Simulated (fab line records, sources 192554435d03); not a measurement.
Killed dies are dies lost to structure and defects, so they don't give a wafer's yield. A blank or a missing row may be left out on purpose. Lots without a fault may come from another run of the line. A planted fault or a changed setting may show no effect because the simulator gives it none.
Split-lot experiment | flow n5_finfet | 7 lots, 21 wafers read, on a route of 1938 steps

THE SPLIT
At N5_BEOL_M1_PECVD_72 (deposits SiO2 from TEOS/O2, target thk 16 nm, time 18 s), the setting time_s was moved away from the recipe's 18 s on 11 of the 21 wafers read, by -13.7% to +11.3%. The other wafers ran this setting at the recipe's value.

The reading is taken at the split's own step.

THE READING
SiO2_of_BEOL_M1_PECVD_72.thk_nm (the simulator's own value, which no gauge read), in nm, at N5_BEOL_M1_PECVD_72 (deposits SiO2 from TEOS/O2, target thk 16 nm, time 18 s). The file gives no usual value for it. The 10 wafers here that ran the recipe average 16.1 nm, standard deviation 0.18 nm.

wafer  | tool, chamber at the split | time_s as run, s | against the recipe | SiO2_of_BEOL_M1_PECVD_72.thk_nm, nm | against lot-mates on the recipe
L076.1 | pecvd-04, 2                | 18               | recipe             | 15.8                                | -
L076.3 | pecvd-04, 0                | 18               | recipe             | 16.2                                | -
L076.4 | pecvd-04, 2                | 18               | recipe             | 16.4                                | -
L086.2 | pecvd-03, 2                | 16.53            | -8.2%              | 14.6                                | -1.6
L086.3 | pecvd-03, 0                | 16.53            | -8.2%              | 14.8                                | -1.4
L086.4 | pecvd-03, 2                | 18               | recipe             | 16.2                                | -
L087.1 | pecvd-04, 1                | 18               | recipe             | 16                                  | -
L087.2 | pecvd-04, 0                | 20.04            | +11.3%             | 18                                  | +2.0
L087.6 | pecvd-04, 0                | 20.04            | +11.3%             | 18.2                                | +2.2
L089.1 | pecvd-03, 2                | 15.6             | -13.3%             | 14                                  | no lot-mate on the recipe
L089.4 | pecvd-03, 0                | 15.6             | -13.3%             | 14.2                                | no lot-mate on the recipe
L089.5 | pecvd-03, 2                | 15.6             | -13.3%             | 14.4                                | no lot-mate on the recipe
L090.2 | pecvd-02, 1                | 18               | recipe             | 16                                  | -
L090.4 | pecvd-02, 0                | 16.38            | -9.0%              | 15                                  | -1.0
L090.5 | pecvd-02, 1                | 16.38            | -9.0%              | 14.8                                | -1.2
L092.2 | pecvd-04, 1                | 15.53            | -13.7%             | 13.6                                | -2.4
L092.3 | pecvd-04, 0                | 15.53            | -13.7%             | 13.8                                | -2.2
L092.4 | pecvd-04, 0                | 18               | recipe             | 16                                  | -
L094.1 | pecvd-03, 1                | 18               | recipe             | 16.2                                | -
L094.5 | pecvd-03, 0                | 18               | recipe             | 16                                  | -
L094.6 | pecvd-03, 1                | 18               | recipe             | 16.4                                | -

THE FIT
A straight line over all 21 wafers: SiO2_of_BEOL_M1_PECVD_72.thk_nm changes by +0.162 nm for each +1% of time_s; r = +0.99; the points scatter about the line by 0.22 nm.
The same after taking each lot's own level away (the mean of its wafers on the recipe; 18 wafers): +0.169 nm for each +1%; r = +0.99; scatter 0.22 nm.
On that fit, the largest move of time_s shifts the reading by 2.3 nm.
The lots' own levels span 16.00 to 16.20 nm, that is 1.1 times the standard deviation above.
So the lot-to-lot level changes the slope little: the two slopes agree.
Check: with one of the wafers moved furthest among these (-13.7%) left out of the fit, the line predicts -2.23 nm for it against its lot-mates. It came out at -2.4 nm against them.

OTHER SPLITS ON THESE WAFERS
These wafers also went through other splits before the reading. Each is held against what the fit with the lots' levels taken away leaves over:
other split on the same wafers   | wafers away from the commonest value | r with SiO2_of_BEOL_M1_PECVD_72.thk_nm (lot level and that fit taken away)
N5_BEOL_M0_CUTY_COAT_51 spin_rpm | 4                                    | -0.11
N5_BEOL_M0_CUTY_DESCUM_61 time_s | 7                                    | +0.11

THE FILE'S OWN FIT
SiO2_of_BEOL_M1_PECVD_72.thk_nm changes by +0.167 nm for each +1% of time_s, r = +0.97.
